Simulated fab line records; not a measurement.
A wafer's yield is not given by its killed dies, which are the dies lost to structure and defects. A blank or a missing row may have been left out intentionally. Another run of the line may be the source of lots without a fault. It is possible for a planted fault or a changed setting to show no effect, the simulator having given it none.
Matching of chambers / flow n5Finfet / N5_BEOL_M3_DESCUM_33 on rieDiel-02 has 4 sister chambers
The step chemistry O2, time 7 s. 8 wafers are shown with their chamber, then 12 later ones without.

## EACH WAFER AND ITS CHAMBER
wafer=L081.4; chamber=2; showerheadPlenumPTorr (Torr)=2.18; throttleValvePct (%)=20.61
wafer=L084.5; chamber=1; showerheadPlenumPTorr (Torr)=2.02; throttleValvePct (%)=20.84
wafer=L084.6; chamber=0; showerheadPlenumPTorr (Torr)=2.07; throttleValvePct (%)=20.66
wafer=L087.3; chamber=1; showerheadPlenumPTorr (Torr)=2.02; throttleValvePct (%)=20.85
wafer=L087.5; chamber=3; showerheadPlenumPTorr (Torr)=2.06; throttleValvePct (%)=20.21
wafer=L088.1; chamber=2; showerheadPlenumPTorr (Torr)=2.17; throttleValvePct (%)=20.64
wafer=L088.2; chamber=0; showerheadPlenumPTorr (Torr)=2.07; throttleValvePct (%)=20.64
wafer=L088.3; chamber=3; showerheadPlenumPTorr (Torr)=2.06; throttleValvePct (%)=20.21

## WAFERS WHOSE CHAMBER IS MISSING
wafer=L088.4; showerheadPlenumPTorr (Torr)=2.02; throttleValvePct (%)=20.83
wafer=L088.5; showerheadPlenumPTorr (Torr)=2.06; throttleValvePct (%)=20.22
wafer=L088.6; showerheadPlenumPTorr (Torr)=2.17; throttleValvePct (%)=20.63
wafer=L091.1; showerheadPlenumPTorr (Torr)=2.17; throttleValvePct (%)=20.64
wafer=L091.2; showerheadPlenumPTorr (Torr)=2.07; throttleValvePct (%)=20.66
wafer=L091.3; showerheadPlenumPTorr (Torr)=2.05; throttleValvePct (%)=20.20
wafer=L091.4; showerheadPlenumPTorr (Torr)=2.02; throttleValvePct (%)=20.84
wafer=L091.5; showerheadPlenumPTorr (Torr)=2.17; throttleValvePct (%)=20.63
wafer=L091.6; showerheadPlenumPTorr (Torr)=2.02; throttleValvePct (%)=20.84
wafer=L097.1; showerheadPlenumPTorr (Torr)=2.17; throttleValvePct (%)=20.66
wafer=L097.3; showerheadPlenumPTorr (Torr)=2.01; throttleValvePct (%)=20.88
wafer=L097.5; showerheadPlenumPTorr (Torr)=2.01; throttleValvePct (%)=20.86

## EACH ONE'S CHAMBER
wafer=L088.4; from the rows above=1; in truth=1
wafer=L088.5; from the rows above=3; in truth=3
wafer=L088.6; from the rows above=2; in truth=2
wafer=L091.1; from the rows above=2; in truth=2
wafer=L091.2; from the rows above=0; in truth=0
wafer=L091.3; from the rows above=3; in truth=3
wafer=L091.4; from the rows above=1; in truth=1
wafer=L091.5; from the rows above=2; in truth=2
wafer=L091.6; from the rows above=1; in truth=1
wafer=L097.1; from the rows above=2; in truth=2
wafer=L097.3; from the rows above=1; in truth=1
wafer=L097.5; from the rows above=1; in truth=1
12 of 12 placed correctly. Not placeable from these rows: 0. 0 placed wrongly.
How it was worked out, from the rows above alone: a wafer's distance from a chamber is the root of the sum, over the readings, of the square of ((its reading less the chamber's mean) divided by the reading's scatter). The wafer belongs to the nearest chamber; if the next one is less than 2 further off, it can't be placed. For every chamber, the mean is computed from those of its wafers that are shown. The scatter: take each reading less its chamber's mean, square it, sum over the shown wafers, divide by the number of wafers less the number of chambers, and take the root.
